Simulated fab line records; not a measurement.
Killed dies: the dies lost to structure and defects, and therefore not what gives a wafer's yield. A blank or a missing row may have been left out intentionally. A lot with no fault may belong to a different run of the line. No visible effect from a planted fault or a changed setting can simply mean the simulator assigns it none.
Split-lot study / flow n5 finfet / 7 lots, 21 wafers read, on a route of 1938 steps

== ABOUT THE SPLIT ==
At N5_BEOL_M8_TRENCH_ETCH_37 (etches SiCOH lowk in C4F6/O2, target depth 93.478 nm, time 31.2 s), the setting time s was moved away from the recipe's 31.2 s on 9 of the 21 wafers read, by -16.3% to +21.3%. All remaining wafers had this setting at the recipe value.

== FROM THE SPLIT TO THE READING: what the file shows between them, 11 steps ==
- N5_BEOL_M8_ETCH_41: etches SiCN in CH3F/O2, target depth 31.9 nm, time 57.8 s
- N5_BEOL_M8_STRIP_80: strips in N2/H2, time 10 s
- N5_BEOL_M8_OCD_MEAS_38
- N5_BEOL_M8_HM_STRIP_39: strips TiN in peroxide tin strip, target depth 25 nm, time 158 s
- N5_BEOL_M8_SRD_40: time 30 s
- N5_BEOL_M8_ECD_50: material Cu, target thk 300 nm
- N5_BEOL_M8_ANNEAL_51: time 90 s
- N5_BEOL_M8_CMP_52: polishes, stops on SiCOH lowk, t overpolish 6.9 s, target thk 80 nm
- N5_BEOL_M8_THK_MEAS_53: measures by xrf
- N5_BEOL_M8_PRE_CLEAN_55: time 15 s
- N5_BEOL_M8_DEP_56: deposits SiCN from 3MS/NH3, target thk 10 nm, time 17.5 s

== THE READING ==
M8_RS, in ohm/sq, at N5_BEOL_M8_RS_MEAS_57 (measures by four-point-probe). Typical for fault-free wafers on this fab line: 0.287 ohm/sq, with standard deviation 0.0064 ohm/sq.

wafer=L079.1; tool, chamber at the split=rie diel-01, 2; time s as run, s=34.53; against the recipe=+10.7%; M8_RS, ohm/sq=0.255; against lot-mates on the recipe=-0.034
wafer=L079.2; tool, chamber at the split=rie diel-01, 3; time s as run, s=31.2; against the recipe=recipe; M8_RS, ohm/sq=0.289; against lot-mates on the recipe=-
wafer=L079.6; tool, chamber at the split=rie diel-01, 1; time s as run, s=34.53; against the recipe=+10.7%; M8_RS, ohm/sq=0.248; against lot-mates on the recipe=-0.041
wafer=L081.3; tool, chamber at the split=rie diel-01, 0; time s as run, s=31.2; against the recipe=recipe; M8_RS, ohm/sq=0.280; against lot-mates on the recipe=-
wafer=L081.5; tool, chamber at the split=rie diel-01, 3; time s as run, s=26.1; against the recipe=-16.3%; M8_RS, ohm/sq=0.368; against lot-mates on the recipe=+0.088
wafer=L081.6; tool, chamber at the split=rie diel-01, 2; time s as run, s=26.1; against the recipe=-16.3%; M8_RS, ohm/sq=0.370; against lot-mates on the recipe=+0.090
wafer=L082.1; tool, chamber at the split=rie diel-06, 0; time s as run, s=31.2; against the recipe=recipe; M8_RS, ohm/sq=0.289; against lot-mates on the recipe=-
wafer=L082.2; tool, chamber at the split=rie diel-06, 3; time s as run, s=28.38; against the recipe=-9.0%; M8_RS, ohm/sq=0.331; against lot-mates on the recipe=+0.042
wafer=L082.3; tool, chamber at the split=rie diel-06, 2; time s as run, s=28.38; against the recipe=-9.0%; M8_RS, ohm/sq=0.326; against lot-mates on the recipe=+0.037
wafer=L086.3; tool, chamber at the split=rie diel-01, 0; time s as run, s=31.2; against the recipe=recipe; M8_RS, ohm/sq=0.283; against lot-mates on the recipe=-
wafer=L086.5; tool, chamber at the split=rie diel-01, 3; time s as run, s=31.2; against the recipe=recipe; M8_RS, ohm/sq=0.286; against lot-mates on the recipe=-
wafer=L086.6; tool, chamber at the split=rie diel-01, 0; time s as run, s=31.2; against the recipe=recipe; M8_RS, ohm/sq=0.283; against lot-mates on the recipe=-
wafer=L088.1; tool, chamber at the split=rie diel-01, 3; time s as run, s=31.2; against the recipe=recipe; M8_RS, ohm/sq=0.291; against lot-mates on the recipe=-
wafer=L088.2; tool, chamber at the split=rie diel-01, 0; time s as run, s=31.2; against the recipe=recipe; M8_RS, ohm/sq=0.286; against lot-mates on the recipe=-
wafer=L088.4; tool, chamber at the split=rie diel-01, 2; time s as run, s=31.2; against the recipe=recipe; M8_RS, ohm/sq=0.289; against lot-mates on the recipe=-
wafer=L093.3; tool, chamber at the split=rie diel-04, 1; time s as run, s=31.2; against the recipe=recipe; M8_RS, ohm/sq=0.289; against lot-mates on the recipe=-
wafer=L093.4; tool, chamber at the split=rie diel-04, 0; time s as run, s=37.85; against the recipe=+21.3%; M8_RS, ohm/sq=0.221; against lot-mates on the recipe=-0.068
wafer=L093.5; tool, chamber at the split=rie diel-04, 3; time s as run, s=37.85; against the recipe=+21.3%; M8_RS, ohm/sq=0.220; against lot-mates on the recipe=-0.069
wafer=L095.1; tool, chamber at the split=rie diel-01, 1; time s as run, s=33.81; against the recipe=+8.4%; M8_RS, ohm/sq=0.255; against lot-mates on the recipe=-0.034
wafer=L095.2; tool, chamber at the split=rie diel-01, 2; time s as run, s=31.2; against the recipe=recipe; M8_RS, ohm/sq=0.290; against lot-mates on the recipe=-
wafer=L095.4; tool, chamber at the split=rie diel-01, 3; time s as run, s=31.2; against the recipe=recipe; M8_RS, ohm/sq=0.288; against lot-mates on the recipe=-

THE FIT
A straight line over all 21 wafers: M8_RS changes by -0.00388 ohm/sq for each +1% of time s; r = -0.98; the points scatter about the line by 0.0077 ohm/sq.
The same after taking each lot's own level away (the mean of its wafers on the recipe; 21 wafers): -0.00406 ohm/sq for each +1%; r = -0.98; scatter 0.0084 ohm/sq.
On that fit, the largest move of time s shifts the reading by 0.087 ohm/sq.
Across the lots, their own levels run from 0.2800 to 0.2890 ohm/sq, a range of 1.4 times the standard deviation given above.
So the lot-to-lot level changes the slope little: the two slopes agree.
Check: with one of the wafers moved furthest among these (+21.3%) left out of the fit, the line predicts -0.0868 ohm/sq for it against its lot-mates. Against them it came out at -0.068 ohm/sq.

== THESE WAFERS: OTHER SPLITS ==
These wafers also went through other splits before the reading. Each is held against what the fit with the lots' levels taken away leaves over:
other split on the same wafers=N5_BEOL_M6_TRENCH_ETCH_37 time s; wafers away from the commonest value=7; r with M8_RS (lot level and that fit taken away)=+0.19
other split on the same wafers=N5_BEOL_M6_ALD_77 ald cycles; wafers away from the commonest value=6; r with M8_RS (lot level and that fit taken away)=+0.07
other split on the same wafers=N5_BEOL_M8_PECVD_70 temp c; wafers away from the commonest value=6; r with M8_RS (lot level and that fit taken away)=+0.04
other split on the same wafers=N5_BEOL_M8_DESCUM_33 time s; wafers away from the commonest value=3; r with M8_RS (lot level and that fit taken away)=-0.24

== THE WHOLE CHAIN: every reading that the file lists as answering this split, in the file's order ==
step=N5_BEOL_M8_TRENCH_ETCH_37; what it does=etches SiCOH lowk in C4F6/O2, target depth 93.478 nm, time 31.2 s; reading=BEOL_M8.feature depth nm (the simulator's own value, which no gauge read); change (the file's fit)=+0.993 nm for each +1% of the setting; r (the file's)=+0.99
step=N5_BEOL_M8_TRENCH_ETCH_37; what it does=etches SiCOH lowk in C4F6/O2, target depth 93.478 nm, time 31.2 s; reading=etch.depth nm (the simulator's own value, which no gauge read); change (the file's fit)=+0.995 nm for each +1% of the setting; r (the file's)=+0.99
step=N5_BEOL_M8_OCD_MEAS_38; what it does=; reading=trench depth nm; change (the file's fit)=+0.993 nm for each +1% of the setting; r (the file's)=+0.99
step=N5_BEOL_M8_CMP_52; what it does=polishes, stops on SiCOH lowk, t overpolish 6.9 s, target thk 80 nm; reading=Cu_of_BEOL_M8_ECD_50.thk nm (the simulator's own value, which no gauge read); change (the file's fit)=+0.993 nm for each +1% of the setting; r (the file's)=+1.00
step=N5_BEOL_M8_THK_MEAS_53; what it does=measures by xrf; reading=M8_THK; change (the file's fit)=+1.01 for each +1% of the setting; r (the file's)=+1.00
step=N5_BEOL_M8_RS_MEAS_57; what it does=measures by four-point-probe; reading=M8_RS; change (the file's fit)=-0.00402 for each +1% of the setting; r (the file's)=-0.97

== FILE'S OWN FIT ==
M8_RS changes by -0.00402 ohm/sq for each +1% of time s, r = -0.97.
